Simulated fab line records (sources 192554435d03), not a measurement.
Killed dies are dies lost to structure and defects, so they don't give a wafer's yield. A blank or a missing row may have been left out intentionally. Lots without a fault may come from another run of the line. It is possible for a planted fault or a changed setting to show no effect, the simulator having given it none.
Split-lot study -- flow n5Finfet -- on a route of 1938 steps: 7 lots, 21 wafers read

## THE SPLIT
At N5_HKMG_FIN_ETCH_58 (etches SOC in N2/H2, target depth 215.8 nm, time 741 s), the setting sourceW was moved away from the recipe's 875 W on 6 of the 21 wafers read, by -6.2% to +17.7%. For the rest of the wafers, this setting stayed at what the recipe calls for.

Reading taken at the split's own step.

## THE READING
rfVppV, in V, at N5_HKMG_FIN_ETCH_58 (etches SOC in N2/H2, target depth 215.8 nm, time 741 s). Fault-free wafers of this fab line usually give 99.3 V, standard deviation 0.91 V.

wafer,"tool, chamber at the split","sourceW as run, W",against the recipe,"rfVppV, V",against lot-mates on the recipe
L074.2,"rieDiel-06, 3",981.4,+12.2%,94.5,-4.3
L074.4,"rieDiel-06, 1",875,recipe,99.1,-
L074.6,"rieDiel-06, 1",875,recipe,98.5,-
L075.1,"rieDiel-06, 1",875,recipe,98.7,-
L075.4,"rieDiel-06, 3",875,recipe,98.6,-
L075.5,"rieDiel-06, 2",917.2,+4.8%,98.3,-0.4
L078.1,"rieDiel-06, 2",1030,+17.7%,93.9,-4.2
L078.3,"rieDiel-06, 1",1030,+17.7%,94.7,-3.4
L078.6,"rieDiel-06, 0",875,recipe,98.1,-
L089.1,"rieDiel-05, 2",875,recipe,99.9,-
L089.3,"rieDiel-05, 1",875,recipe,100.5,-
L089.4,"rieDiel-05, 3",875,recipe,98.7,-
L090.4,"rieDiel-04, 1",875,recipe,99.7,-
L090.5,"rieDiel-04, 1",821.1,-6.2%,101.9,+3.0
L090.6,"rieDiel-04, 2",875,recipe,98.1,-
L091.2,"rieDiel-06, 0",875,recipe,97.1,-
L091.3,"rieDiel-06, 3",875,recipe,99.0,-
L091.4,"rieDiel-06, 0",994.1,+13.6%,94.2,-3.8
L096.1,"rieDiel-04, 1",875,recipe,98.6,-
L096.3,"rieDiel-04, 2",875,recipe,100.4,-
L096.5,"rieDiel-04, 1",875,recipe,99.5,-

THE FIT
A straight line over all 21 wafers: rfVppV changes by -0.305 V for each +1% of sourceW; r = -0.91; the points scatter about the line by 0.91 V.
The same after taking each lot's own level away (the mean of its wafers on the recipe; 21 wafers): -0.261 V for each +1%; r = -0.91; scatter 0.8 V.
On that fit, the largest move of sourceW shifts the reading by 4.6 V.
The lots' own levels span 98.05 to 99.70 V, that is 1.8 times the standard deviation above.
Hence the slope depends on the lot-to-lot level, as the two fits are not the same.
Check: -4.64 V against its lot-mates is what the line predicts for one of the wafers moved furthest among these (+17.7%) when that wafer is left out of the fit. It came out at -4.2 V against them.
Tool readings at the split's step, against how far the setting was moved: rfVppV r = -0.91.

## ADDITIONAL SPLITS CARRIED BY THESE WAFERS
Note: prior to the reading, these wafers also went through further splits. Each is held against what the fit with the lots' levels taken away leaves over:
other split on the same wafers,wafers away from the commonest value,r with rfVppV (lot level and that fit taken away)
N5_FIN_CUT_COAT_29 spinRpm,6,-0.05
N5_DUMMY_GATE_CVD_03 tempC,15,-0.02
N5_DUMMY_GATE_COAT_28 spinRpm,6,+0.02
N5_SD_EPI_N_PEB_07 pebTimeS,5,-0.09
N5_SD_EPI_N_ETCH_45 targetDepthA,8,+0.11
N5_SDB_COAT_03 spinRpm,6,+0.03

## THE WHOLE CHAIN: every reading that the file lists as answering this split, in the file's order
step,what it does,reading,change (the file's fit),r (the file's)
N5_HKMG_FIN_ETCH_58,"etches SOC in N2/H2, target depth 215.8 nm, time 741 s",rfVppV,-0.271 V for each +1% of the setting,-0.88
N5_HKMG_FIN_ETCH_58,"etches SOC in N2/H2, target depth 215.8 nm, time 741 s","etch.depthNm (the simulator's own value, which no gauge read)",+1.92 nm for each +1% of the setting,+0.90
N5_HKMG_FIN_ETCH_58,"etches SOC in N2/H2, target depth 215.8 nm, time 741 s","SOC_of_HKMG_FIN_COAT_41.thkNm (the simulator's own value, which no gauge read)",-1.91 nm for each +1% of the setting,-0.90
N5_HKMG_FIN_ETCH_58,"etches SOC in N2/H2, target depth 215.8 nm, time 741 s","HKMG_FIN.featureDepthNm (the simulator's own value, which no gauge read)",+1.91 nm for each +1% of the setting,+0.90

## FILE'S OWN FIT
rfVppV changes by -0.271 V for each +1% of sourceW, r = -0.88.
